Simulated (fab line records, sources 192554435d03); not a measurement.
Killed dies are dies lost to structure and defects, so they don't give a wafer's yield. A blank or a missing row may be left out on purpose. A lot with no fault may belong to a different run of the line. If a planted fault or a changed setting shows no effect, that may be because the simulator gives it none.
fab line records	flow n5Finfet	part 1 of 2: steps 1 to 18 of 26
[record] lots = 5	wafers = 15	lastDay = 16
route steps=1938 shown BEOL_M1@781
lots that met no fault: taken from a fault-free run of the same line
startH: start of the lot's first displayed wafer, in hours after the record's first day	waitH: time in hours since the lot's previous step	" unchanged from the row above	L1.1+2: one row covering several wafers at once	- value missing, or start not given	* or withheld: withheld	< > ~ a bound
route shown NAME@n: names a module that has steps shown in the file, with the first one's number in the route	usual: mean and standard deviation over wafers with no fault	same: alike in all rows	chamber/n: place in a boat	sites: each site's reading	_std_site: how widely they spread, as a standard deviation	_edge_site: outer sites' mean less inner sites'	radiusMm: for every site, how far away it sits from the centre of the wafer	mask NAME#n: copy n	behind: the last tool/chamber to shape the wafer	hold: cause of the lot's hold/its duration in hours/its outcome	device: transistor that didn't switch, given as n, p or np	end of line: the route-end tests of the same wafers	where a step has no rows: the recipe by itself	killed: the dies lost at the first sort to structure and to defects; this is not the yield of the wafer	map: shows each die of a wafer: x if killed, . if not, _ if none is there
set.NAME: the setting the step ran with; set.NAME@STEP: the setting that earlier step ran with	model.NAME: the simulator's own value behind a step, which no gauge read
certain route steps with their lots: each step a table, each wafer a row
services: when a tool's chamber went out of use (startH, in hours from the record's first day, below 0 if earlier), for how many hours, and the reason
[[steps]]
[step N5_BEOL_M1_EBR_24]
[recipe] solvent = PGMEA	ebrWidthMm = 1.5
[usual] resistLineTempC = 23.03/0.1
lot.wafer	tool	chamber	startH	waitH	resistLineTempC
L074.1	lithoTrack-02	0	-	-	22.87
L074.5	"	0	"	"	22.98
L074.6	"	0	"	"	23.09
L079.2	lithoTrack-03	0	-	-	22.93
L079.3	"	0	"	"	23.03
L079.5	"	0	"	"	22.94
L081.4	lithoTrack-02	0	-	-	22.91
L081.5	"	0	"	"	22.82
L081.6	"	0	"	"	22.87
L086.2	lithoTrack-01	0	-	-	23.07
L086.5	"	0	"	"	23.06
L086.6	"	0	"	"	23.13
L092.2	lithoTrack-02	0	-	-	22.84
L092.3	"	0	"	"	23.13
L092.5	"	0	"	"	22.82
[step N5_BEOL_M1_SOFTBAKE_23]
[recipe] tempC = 110	timeS = 60	resist = CAR-EUV
[usual] resistLineTempC = 23.03/0.1
lot.wafer	tool	chamber	startH	waitH	resistLineTempC
L074.1	lithoTrack-02	0	-	-	22.94
L074.5	"	0	"	"	22.80
L074.6	"	0	"	"	22.86
L079.2	lithoTrack-03	0	-	-	23.07
L079.3	"	0	"	"	23.02
L079.5	"	0	"	"	22.99
L081.4	lithoTrack-02	0	-	-	23.17
L081.5	"	0	"	"	23.22
L081.6	"	0	"	"	23.11
L086.2	lithoTrack-01	0	-	-	22.94
L086.5	"	0	"	"	22.89
L086.6	"	0	"	"	22.92
L092.2	lithoTrack-02	0	-	-	22.96
L092.3	"	0	"	"	23.03
L092.5	"	0	"	"	22.94
[step N5_BEOL_M1_EXPOSE_25]
[recipe] maskId = V0	na = 0.33	sourceShape = quasar	sigmaInner = 0.2	sigmaOuter = 0.8	polarization = unpolarized	defocusNm = 5	targetCdNm = 24	doseMj = 63
lot.wafer	tool	chamber	startH	waitH	mask
L074.1+5+6	euvScanner-02	0	120.36	-	V0#0
L079.2+3+5	euvScanner-02	0	164.48	-	V0#0
L081.4+5+6	euvScanner-02	0	169.50	-	V0#0
L086.2+5+6	euvScanner-02	0	197.13	-	V0#0
L092.2+3+5	euvScanner-01	0	237.16	-	V0#0
[step N5_BEOL_M1_PEB_26]
[recipe] pebTempC = 100	pebTimeS = 60	resist = CAR-EUV
[usual] resistLineTempC = 23.00/0.12
lot.wafer	tool	chamber	startH	waitH	resistLineTempC
L074.1	lithoTrack-01	0	120.44	0.1	22.96
L074.5	"	0	"	"	22.91
L074.6	"	0	"	"	22.94
L079.2	lithoTrack-01	0	164.55	0.1	22.88
L079.3	"	0	"	"	23.07
L079.5	"	0	"	"	23.09
L081.4	lithoTrack-02	0	169.55	0.0	22.79
L081.5	"	0	"	"	22.84
L081.6	"	0	"	"	22.76
L086.2	lithoTrack-02	0	197.20	0.1	23.06
L086.5	"	0	"	"	23.02
L086.6	"	0	"	"	22.84
L092.2	lithoTrack-01	0	237.23	0.1	23.04
L092.3	"	0	"	"	22.94
L092.5	"	0	"	"	23.01
[step N5_BEOL_M1_DEVELOP_27]
[recipe] developTimeS = 30	developer = TMAH	resist = CAR-EUV	rinseLiquid = surfactantRinse	dry = airSpin	devTempC = 23
[usual] developerTempC = 23.03/0.11	resistLineTempC = 23.01/0.11
lot.wafer	tool	chamber	startH	waitH	developerTempC	resistLineTempC
L074.1	lithoTrack-01	0	-	-	23.09	23.04
L074.5	"	0	"	"	22.97	23.01
L074.6	"	0	"	"	23.07	22.89
L079.2	lithoTrack-01	0	-	-	22.98	22.97
L079.3	"	0	"	"	23.11	22.92
L079.5	"	0	"	"	23.07	23.00
L081.4	lithoTrack-02	0	-	-	23.17	23.07
L081.5	"	0	"	"	22.97	23.10
L081.6	"	0	"	"	22.98	22.97
L086.2	lithoTrack-02	0	-	-	22.92	22.85
L086.5	"	0	"	"	23.05	23.05
L086.6	"	0	"	"	22.89	22.91
L092.2	lithoTrack-01	0	-	-	22.97	22.96
L092.3	"	0	"	"	23.05	22.99
L092.5	"	0	"	"	22.92	22.92
[step N5_BEOL_M1_CD_MEAS_28]
[recipe] landingEnergyEv = 500	detector = seInlens	targetCdYNm = 23.3
[usual] cdNm = 23.76/0.25
[same] landingEnergyEv = 500
lot.wafer	tool	chamber	startH	waitH	cdNm
L074.1	cdSem-03	0	120.50	-	23.60
L074.5	"	0	"	"	24.04
L074.6	"	0	"	"	23.84
L079.2	cdSem-03	0	164.61	-	23.45
L079.3	"	0	"	"	23.47
L079.5	"	0	"	"	23.92
L081.4	cdSem-03	0	169.62	-	23.76
L081.5	"	0	"	"	23.70
L081.6	"	0	"	"	23.35
L086.2	cdSem-03	0	197.27	-	24.01
L086.5	"	0	"	"	23.89
L086.6	"	0	"	"	23.58
L092.2	cdSem-03	0	237.30	-	23.67
L092.3	"	0	"	"	23.80
L092.5	"	0	"	"	23.45
[step N5_BEOL_M1_OVL_MEAS_29]
[recipe] pointsPerWafer = 522
[usual] V0_OVL = 0.5/0.67
lot.wafer	tool	chamber	startH	waitH	V0_OVL[nm]
L074.1	overlay-02	0	120.54	0.0	-0.7
L074.5	"	0	"	"	0.7
L074.6	"	0	"	"	0.9
L079.2	overlay-01	0	164.65	0.0	0.2
L079.3	"	0	"	"	0.5
L079.5	"	0	"	"	0.5
L081.4	overlay-01	0	169.66	0.0	1.0
L081.5	"	0	"	"	-0.1
L081.6	"	0	"	"	-0.1
L086.2	overlay-02	0	197.30	0.0	0.0
L086.5	"	0	"	"	1.4
L086.6	"	0	"	"	-0.1
L092.2	overlay-01	0	237.34	0.0	0.8
L092.3	"	0	"	"	-0.4
L092.5	"	0	"	"	0.4
[step N5_BEOL_M1_INSPECT_30]
[recipe] mode = adi	inspectInstrument = brightfield
[usual] rawDefectCount = 392/91
lot.wafer	tool	chamber	startH	waitH	rawDefectCount
L074.1	defectInspect-02	-	120.59	0.1	544
L074.5	"	-	"	"	586
L074.6	"	-	"	"	661
L079.2	defectInspect-02	-	164.70	0.0	386
L079.3	"	-	"	"	460
L079.5	"	-	"	"	425
L081.4	defectInspect-02	-	169.71	0.0	526
L081.5	"	-	"	"	649
L081.6	"	-	"	"	557
L086.2	defectInspect-01	-	197.35	0.0	260
L086.5	"	-	"	"	172
L086.6	"	-	"	"	204
L092.2	defectInspect-02	-	237.39	0.0	427
L092.3	"	-	"	"	378
L092.5	"	-	"	"	493
[step N5_BEOL_M1_DESCUM_33]
[recipe] chemistry = O2	timeS = 7	sourcePowerW = 50	biasPowerW = 20	pressureMtorr = 20	rfFrequencyHz = 2.712e+07	tempC = 40	resist = CAR-EUV	o2FlowSccm = 225
[usual] drypumpMotorCurrentA = 5.8/0.47	oesProductAu = 0.75/0.062	rfVppV = 243.1/1.4	showerheadPlenumPTorr = 2.09/0.065	throttleValvePct = 20.46/0.19
lot.wafer	tool	chamber	startH	waitH	drypumpMotorCurrentA	oesProductAu	rfHoursCounterH	rfVppV	showerheadPlenumPTorr	throttleValvePct
L074.1	rieDiel-05	0	120.78	0.2	5.9	0.86	56	245.6	2.20	20.38
L074.5	"	3	"	"	5.6	0.73	-	243.0	2.17	20.55
L074.6	"	2	"	"	5.6	0.73	-	245.1	2.16	20.33
L079.2	rieDiel-01	2	164.77	0.1	5.9	0.72	181	246.1	2.15	20.44
L079.3	"	0	"	"	6.0	0.77	145	239.9	2.03	20.75
L079.5	"	3	"	"	5.0	0.72	-	241.5	2.01	20.59
L081.4	rieDiel-02	2	169.75	0.0	5.0	0.74	-	243.4	2.07	20.24
L081.5	"	3	"	"	5.9	0.70	-	242.1	2.00	20.51
L081.6	"	0	"	"	5.7	0.75	-	243.4	2.09	20.29
L086.2	rieDiel-01	3	197.39	0.0	5.0	0.71	200	241.3	2.01	20.60
L086.5	"	1	"	"	6.5	0.90	-	243.7	2.13	20.27
L086.6	"	0	"	"	6.0	0.76	-	241.1	2.03	20.80
L092.2	rieDiel-01	3	237.42	0.0	5.0	0.71	212	242.2	2.00	20.61
L092.3	"	2	"	"	5.9	0.71	203	244.5	2.14	20.49
L092.5	"	2	"	"	5.9	0.70	-	244.3	2.14	20.48
[step N5_BEOL_M1_ETCH_77]
[recipe] chemistry = N2/H2	target = underlayer	targetDepthA = 65	maskMaterial = CAR-EUV	timeS = 5.2	ionEnergyEv = 200	pressureMtorr = 30	sourceW = 840	biasW = 150	n2FlowSccm = 200	h2FlowSccm = 200	ends = cleared
[usual] drypumpMotorCurrentA = 5.8/0.47	etchRfOnTimeS = 5.22/0.12	oesProductAu = 0.64/0.048	rfVppV = 523.6/2.7	showerheadPlenumPTorr = 2.53/0.084	throttleValvePct = 17.89/0.16
lot.wafer	tool	chamber	startH	waitH	drypumpMotorCurrentA	etchRfOnTimeS	oesProductAu	rfHoursCounterH	rfVppV	showerheadPlenumPTorr	throttleValvePct
L074.1	rieDiel-05	0	120.81	0.0	5.9	5.16	0.73	56	527.8	2.68	17.74
L074.5	"	3	"	"	5.6	5.24	0.61	-	528.4	2.64	17.95
L074.6	"	2	"	"	5.6	5.46	0.61	-	527.0	2.63	17.78
L079.2	rieDiel-01	2	164.81	0.0	5.9	5.37	0.62	181	525.3	2.63	17.96
L079.3	"	0	"	"	6.0	5.25	0.67	145	522.3	2.44	17.96
L079.5	"	3	"	"	5.0	5.22	0.60	-	519.2	2.43	18.03
L081.4	rieDiel-02	2	169.78	0.0	5.0	5.10	0.63	-	522.7	2.52	17.77
L081.5	"	3	"	"	5.9	5.32	0.60	-	519.9	2.43	18.02
L081.6	"	0	"	"	5.8	5.03	0.64	-	522.7	2.53	17.71
L086.2	rieDiel-01	3	197.42	0.0	5.0	5.16	0.61	200	520.3	2.43	18.02
L086.5	"	1	"	"	6.5	5.36	0.75	-	524.5	2.60	17.84
L086.6	"	0	"	"	6.0	5.30	0.65	-	520.3	2.43	17.97
L092.2	rieDiel-01	3	237.46	0.0	5.0	5.10	0.59	212	520.7	2.42	18.04
L092.3	"	2	"	"	6.0	5.30	0.60	203	524.1	2.62	17.99
L092.5	"	2	"	"	6.0	5.31	0.61	-	528.6	2.62	17.98
[step N5_BEOL_M1_ETCH_69]
[recipe] chemistry = CF4	target = SiARC	targetDepthA = 156	maskMaterial = CAR-EUV	timeS = 26	ionEnergyEv = 80	pressureMtorr = 40	sourceW = 545	biasW = 36	Ar_flow_sccm = 100	cf4FlowSccm = 100	ends = cleared
[usual] drypumpMotorCurrentA = 5.8/0.47	etchRfOnTimeS = 26.1/0.53	mfcArSccm = 100.02/0.28	oesProductAu = 0.64/0.048	rfVppV = 184.0/1.2	showerheadPlenumPTorr = 2.13/0.07	throttleValvePct = 15.67/0.14
lot.wafer	tool	chamber	startH	waitH	drypumpMotorCurrentA	etchRfOnTimeS	mfcArSccm	oesProductAu	rfHoursCounterH	rfVppV	showerheadPlenumPTorr	throttleValvePct
L074.1	rieDiel-05	0	120.83	0.0	5.8	25.4	99.28	0.74	56	185.6	2.26	15.57
L074.5	"	3	"	"	5.6	25.5	99.64	0.62	-	185.4	2.20	15.64
L074.6	"	2	"	"	5.6	26.3	100.20	0.63	-	185.4	2.21	15.64
L079.2	rieDiel-01	2	164.82	0.0	6.0	26.8	99.87	0.62	181	186.4	2.22	15.84
L079.3	"	0	"	"	6.0	26.0	99.97	0.66	145	183.5	2.06	15.81
L079.5	"	3	"	"	5.0	25.8	100.06	0.61	-	184.0	2.05	15.65
L081.4	rieDiel-02	2	169.82	0.0	5.0	26.0	99.88	0.63	-	183.5	2.12	15.51
L081.5	"	3	"	"	5.9	26.8	100.26	0.59	-	183.3	2.04	15.71
L081.6	"	0	"	"	5.7	25.3	100.19	0.64	-	185.1	2.15	15.57
L086.2	rieDiel-01	3	197.44	0.0	5.0	26.2	100.06	0.61	200	183.4	2.05	15.67
L086.5	"	1	"	"	6.5	26.6	99.97	0.75	-	185.3	2.17	15.42
L086.6	"	0	"	"	6.1	26.1	100.14	0.66	-	182.6	2.06	15.82
L092.2	rieDiel-01	3	237.47	0.0	5.0	25.4	99.72	0.61	212	184.4	2.05	15.70
L092.3	"	2	"	"	6.0	26.7	100.12	0.61	203	184.6	2.21	15.87
L092.5	"	2	"	"	5.9	26.4	99.94	0.61	-	185.9	2.21	15.88
[step N5_BEOL_M1_ALD_98]
[recipe] material = SiO2	targetThkA = 25	tempC = 100	aldPrecursorFamily = BDEAS	aldCoReactant = O2-plasma	pulseTimeS = 1	coReactantPulseTimeS = 1	purgeTimeS = 2	coReactantPurgeTimeS = 2	aldCycles = 17	pressureTorr = 2
[usual] chamberPressureTorr = 2.000/0.0043	heaterPowerW = 76/7.8	precursorPulseHeightRel = 1.000/0.019
[same] pulseTimeS = 1
lot.wafer	tool	chamber	startH	waitH	chamberPressureTorr	heaterPowerW	precursorPulseHeightRel	sinceWetCleanH
L074.1	aldSin-03	0	121.01	0.1	2.001	69	1.015	21
L074.5	"	3	"	"	2.001	71	1.005	-
L074.6	"	0	"	"	2.005	65	0.981	-
L079.2	aldSin-02	2	164.96	0.1	2.001	76	1.012	262
L079.3	"	1	"	"	2.006	79	0.998	262
L079.5	"	2	"	"	2.003	77	1.004	-
L081.4	aldSin-04	2	169.87	0.0	2.000	77	0.955	162
L081.5	"	2	"	"	2.002	80	1.011	-
L081.6	"	1	"	"	2.001	83	0.997	-
L086.2	aldSin-03	2	197.94	0.5	1.999	88	1.002	98
L086.5	"	3	"	"	2.004	74	1.005	-
L086.6	"	2	"	"	2.003	88	0.985	-
L092.2	aldSin-03	2	237.56	0.1	1.996	88	0.996	138
L092.3	"	1	"	"	1.991	84	0.994	138
L092.5	"	0	"	"	1.994	68	0.995	-
[step N5_BEOL_M1_ETCHBACK_99]
[recipe] chemistry = CHF3	target = SiO2	targetDepthA = 50	timeS = 10.4	sourceW = 215	biasW = 47	Ar_flow_sccm = 200	CHF3_flow_sccm = 12	ionEnergyEv = 100	pressureMtorr = 30
[usual] drypumpMotorCurrentA = 5.8/0.47	mfcArSccm = 199.9/0.61	oesProductAu = 0.75/0.06	rfVppV = 242/4.4	showerheadPlenumPTorr = 2.15/0.077	throttleValvePct = 17.12/0.16
lot.wafer	tool	chamber	startH	waitH	drypumpMotorCurrentA	mfcArSccm	oesProductAu	rfHoursCounterH	rfVppV	showerheadPlenumPTorr	throttleValvePct
L074.1	rieDiel-05	3	126.35	5.3	5.6	200.0	0.71	201	244	2.23	17.17
L074.5	"	3	"	"	5.6	199.3	0.72	-	245	2.23	17.16
L074.6	"	0	"	"	5.8	198.9	0.86	-	253	2.28	17.07
L079.2	rieDiel-05	2	165.08	0.1	5.6	200.3	0.71	208	232	2.23	17.16
L079.3	"	1	"	"	5.7	199.2	0.72	170	243	2.07	17.50
L079.5	"	0	"	"	5.9	200.3	0.85	-	252	2.27	17.08
L081.4	rieDiel-01	2	170.44	0.5	6.0	200.5	0.73	182	250	2.24	17.31
L081.5	"	0	"	"	6.0	200.2	0.79	-	239	2.06	17.23
L081.6	"	1	"	"	6.5	199.8	0.89	-	240	2.17	16.81
L086.2	rieDiel-02	0	199.47	1.5	5.7	198.9	0.73	170	239	2.14	16.99
L086.5	"	2	"	"	4.9	201.0	0.73	-	242	2.13	16.96
L086.6	"	1	"	"	6.2	199.5	0.72	-	241	2.23	17.12
L092.2	rieDiel-02	1	237.68	0.1	6.2	199.7	0.70	206	241	2.23	17.15
L092.3	"	2	"	"	4.9	200.0	0.72	202	241	2.12	16.97
L092.5	"	1	"	"	6.2	200.6	0.71	-	239	2.23	17.16
[step N5_BEOL_M1_ETCH_70]
[recipe] chemistry = N2/H2	target = SOC	targetDepthA = 800	overetchA = 160	maskMaterial = SiARC	tempC = 40	timeS = 120	ionEnergyEv = 200	pressureMtorr = 30	sourceW = 840	biasW = 150	n2FlowSccm = 200	h2FlowSccm = 200
[usual] drypumpMotorCurrentA = 5.8/0.47	oesProductAu = 0.57/0.044	rfVppV = 523.6/2.7	showerheadPlenumPTorr = 2.53/0.087	throttleValvePct = 17.86/0.15
lot.wafer	tool	chamber	startH	waitH	drypumpMotorCurrentA	oesProductAu	rfHoursCounterH	rfVppV	showerheadPlenumPTorr	throttleValvePct
L074.1	rieDiel-05	3	126.39	0.0	5.6	0.55	201	524.8	2.64	17.92
L074.5	"	3	"	"	5.6	0.55	-	526.9	2.64	17.91
L074.6	"	0	"	"	5.9	0.65	-	527.7	2.68	17.69
L079.2	rieDiel-05	2	165.12	0.0	5.6	0.56	208	525.0	2.62	17.77
L079.3	"	1	"	"	5.7	0.56	170	520.4	2.42	18.27
L079.5	"	0	"	"	5.9	0.65	-	526.7	2.68	17.70
L081.4	rieDiel-01	2	170.48	0.0	5.9	0.56	182	525.6	2.63	17.93
L081.5	"	0	"	"	6.0	0.60	-	520.7	2.43	17.90
L081.6	"	1	"	"	6.5	0.68	-	523.8	2.60	17.78
L086.2	rieDiel-02	0	199.51	0.0	5.8	0.56	170	524.6	2.53	17.70
L086.5	"	2	"	"	4.9	0.56	-	524.2	2.52	17.77
L086.6	"	1	"	"	6.1	0.55	-	525.6	2.60	17.63
L092.2	rieDiel-02	1	237.71	0.0	6.2	0.54	206	526.4	2.60	17.65
L092.3	"	2	"	"	5.0	0.56	202	523.1	2.52	17.76
L092.5	"	1	"	"	6.2	0.55	-	525.6	2.60	17.64
[step N5_BEOL_M1_STRIP_71]
[recipe] chemistry = N2/H2	tempC = 40	n2FlowSccm = 200	h2FlowSccm = 200	rfFrequencyHz = 6e+07
lot.wafer	tool	chamber	startH	waitH
L074.1+5+6	rieDiel-05	3,3,0	126.47	0.0
L079.2+3+5	rieDiel-05	2,1,0	165.20	0.0
L081.4+5+6	rieDiel-01	2,0,1	170.56	0.0
L086.2+5+6	rieDiel-02	0,2,1	199.59	0.0
L092.2+3+5	rieDiel-02	1,2,1	237.79	0.0
[step N5_BEOL_M1_STRIP_78]
[recipe] chemistry = N2/H2	tempC = 40	n2FlowSccm = 200	h2FlowSccm = 200	rfFrequencyHz = 6e+07
lot.wafer	tool	chamber	startH	waitH
L074.1+5+6	rieDiel-05	3,3,0	126.48	0.0
L079.2+3+5	rieDiel-05	2,1,0	165.21	0.0
L081.4+5+6	rieDiel-01	2,0,1	170.57	0.0
L086.2+5+6	rieDiel-02	0,2,1	199.60	0.0
L092.2+3+5	rieDiel-02	1,2,1	237.80	0.0
[step N5_BEOL_M1_VIA_ETCH_34]
[recipe] chemistry = C4F6/O2	targetDepthA = 678	maskMaterial = SOC	pressureMtorr = 15	ionEnergyEv = 250	taperDeg = 4	timeS = 64.4	sourceW = 350	biasW = 170	Ar_flow_sccm = 300	C4F6_flow_sccm = 10	O2_flow_sccm = 10
[usual] drypumpMotorCurrentA = 5.8/0.47	mfcArSccm = 300.0/0.89	oesProductAu = 0.75/0.06	rfVppV = 668/11	showerheadPlenumPTorr = 2.83/0.099	throttleValvePct = 30.76/0.23
lot.wafer	tool	chamber	startH	waitH	drypumpMotorCurrentA	mfcArSccm	oesProductAu	rfHoursCounterH	rfVppV	showerheadPlenumPTorr	throttleValvePct
L074.1	rieDiel-05	3	126.49	0.0	5.6	300.7	0.72	201	674	2.94	30.89
L074.5	"	3	"	"	5.6	300.4	0.73	-	674	2.94	30.90
L074.6	"	0	"	"	5.9	299.3	0.85	-	695	3.00	30.88
L079.2	rieDiel-05	2	165.22	0.0	5.6	299.4	0.72	208	645	2.95	30.72
L079.3	"	1	"	"	5.7	300.3	0.72	170	676	2.74	31.38
L079.5	"	0	"	"	5.9	301.2	0.85	-	694	3.00	30.89
L081.4	rieDiel-01	2	170.58	0.0	6.0	300.4	0.73	182	690	2.95	30.96
L081.5	"	0	"	"	6.0	301.5	0.78	-	662	2.73	30.86
L081.6	"	1	"	"	6.5	301.1	0.89	-	664	2.87	30.40
L086.2	rieDiel-02	0	199.61	0.0	5.7	299.8	0.72	170	663	2.83	30.49
L086.5	"	2	"	"	4.9	298.9	0.73	-	668	2.81	30.52
L086.6	"	1	"	"	6.2	300.3	0.72	-	667	2.94	30.80
L092.2	rieDiel-02	1	237.81	0.0	6.2	300.9	0.72	206	668	2.94	30.82
L092.3	"	2	"	"	4.9	299.8	0.72	203	667	2.81	30.54
L092.5	"	1	"	"	6.2	301.1	0.71	-	666	2.94	30.80
[step N5_BEOL_M1_STRIP_83]
[recipe] chemistry = C4F6/O2	resist = SiARC	rfFrequencyHz = 6e+07
lot.wafer	tool	chamber	startH	waitH
L074.1+5+6	rieDiel-05	3,3,0	126.54	0.0
L079.2+3+5	rieDiel-05	2,1,0	165.27	0.0
L081.4+5+6	rieDiel-01	2,0,1	170.63	0.0
L086.2+5+6	rieDiel-02	0,2,1	199.66	0.0
L092.2+3+5	rieDiel-02	1,2,1	237.86	0.0
